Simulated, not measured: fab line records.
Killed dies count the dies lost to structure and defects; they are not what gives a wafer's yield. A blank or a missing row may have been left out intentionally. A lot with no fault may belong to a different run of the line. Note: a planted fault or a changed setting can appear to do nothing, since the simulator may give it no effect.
Which tool was responsible? | flow nand-harc | 6 lots with 18 wafers sampled at 4 steps, on a route of 1159 steps

== WHAT THE GAUGES SHOWED, per wafer ==
NHARC_END_SORT_01.
lot  | measured     | on        | sort-rim-yield-pct (%)
L409 | day 19 06:15 | prober-02 | 97.2 95.3 98.1
L411 | day 19 19:38 | prober-02 | 99.1 98.1 92.5
L418 | day 22 16:13 | prober-01 | 94.3 92.5 95.3
L431 | day 25 03:59 | prober-02 | 87.7

== TOOL THAT RAN EACH LOT (tool first, then ch and the chambers of the sampled wafers, then the start) ==
lot  | NHARC_A_M0_ANNEAL_30             | NHARC_A_M0_DEP_32               | NHARC_A_M1_SOFTBAKE_04
L409 | rtp-anneal-02 ch 0, day 17 20:01 | pecvd-04 ch 0,2, day 17 21:00   | litho-track-01 ch 0, day 17 21:00
L411 | rtp-anneal-01 ch 0, day 18 01:41 | pecvd-01 ch 0,1, day 18 02:41   | litho-track-04 ch 0, day 18 03:00
L414 | rtp-anneal-02 ch 0, day 19 13:34 | pecvd-01 ch 1,2, day 19 14:44   | litho-track-04 ch 0, day 19 15:00
L420 | rtp-anneal-01 ch 0, day 20 15:10 | pecvd-01 ch 1,2, day 20 16:11   | litho-track-04 ch 0, day 20 16:00
L418 | rtp-anneal-01 ch 0, day 21 01:41 | pecvd-04 ch 0,1, day 21 02:36   | litho-track-01 ch 0, day 21 03:00
L431 | rtp-anneal-01 ch 0, day 23 04:31 | pecvd-01 ch 0,1,2, day 23 05:25 | litho-track-06 ch 0, day 23 06:00
- NHARC_A_M0_ANNEAL_30: time 90 s.
- NHARC_A_M0_DEP_32: deposits SiCN, target thk 30 nm.
- NHARC_A_M1_SOFTBAKE_04: time 55 s.

== THE ANSWER, worked out from the rows above alone ==
Rule: usual is defined by the lots themselves. Put in order of their means at a reading, lots are off if they are a third of the lots or fewer, leave a main group of 4 or more, and stand apart from it by a gap of 3 or more times the standard deviation of the main group's means; of several such gaps the widest counts. If all means in a main group match to the digits the tables above print for the reading, that group is not used. Also off: a lot with no number at a reading for which 4 or more lots have one. The other lots that the step has rows for count as sound.
Across all readings shown, no lot is off: no conclusion can be drawn from this.

== WHAT THE SIMULATOR HAD PUT IN ==
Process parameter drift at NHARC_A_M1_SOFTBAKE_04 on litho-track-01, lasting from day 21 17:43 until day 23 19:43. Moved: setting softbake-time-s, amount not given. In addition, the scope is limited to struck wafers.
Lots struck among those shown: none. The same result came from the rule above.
